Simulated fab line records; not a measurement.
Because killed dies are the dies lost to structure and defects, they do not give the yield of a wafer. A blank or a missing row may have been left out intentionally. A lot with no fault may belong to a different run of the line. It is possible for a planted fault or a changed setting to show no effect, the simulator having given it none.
Matching of chambers    flow nand-harc    4 sister chambers for NHARC_A_SGD_CUT_CMP_21 on cmp-01
The step polishes, target thk 148.19 nm. 4 wafers are shown with their chamber, then 8 later ones without.

## WAFERS PAIRED WITH THEIR CHAMBERS
wafer   chamber  time-to-endpoint-s (s)
L076.3  1        55
L085.1  3        51
L086.1  0        47
L087.1  2        50

## WAFERS WITHOUT THEIR CHAMBER
wafer   time-to-endpoint-s (s)
L087.3  57
L087.4  57
L091.1  55
L091.4  49
L091.6  49
L092.2  45
L092.3  55
L092.5  46

## WHICH CHAMBER EACH ONE RAN IN
wafer    from the rows above            in truth
L087.3   1                              1
L087.4   1                              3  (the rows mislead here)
L091.1   1                              1
L091.4   can't be placed: 2 or 0 or 3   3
L091.6   can't be placed: 2 or 0 or 3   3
L092.2   0                              0
L092.3   1                              1
L092.5   0                              0
5 of 8 placed correctly. Cannot be placed on the basis of these rows: 2; the candidates contain the true chamber in 2. Wrongly placed: 1.
How it was worked out, from the rows above alone: a wafer's distance from a chamber is the root of the sum, over the readings, of the square of ((its reading less the chamber's mean) divided by the reading's scatter). The wafer belongs to the nearest chamber; if the next one is less than 2 further off, it can't be placed. The mean given for a chamber averages the wafers shown for that chamber. The scatter (one wafer shown for each chamber): square how far every hidden wafer sits from the nearest shown wafer, average those squares and take the square root.
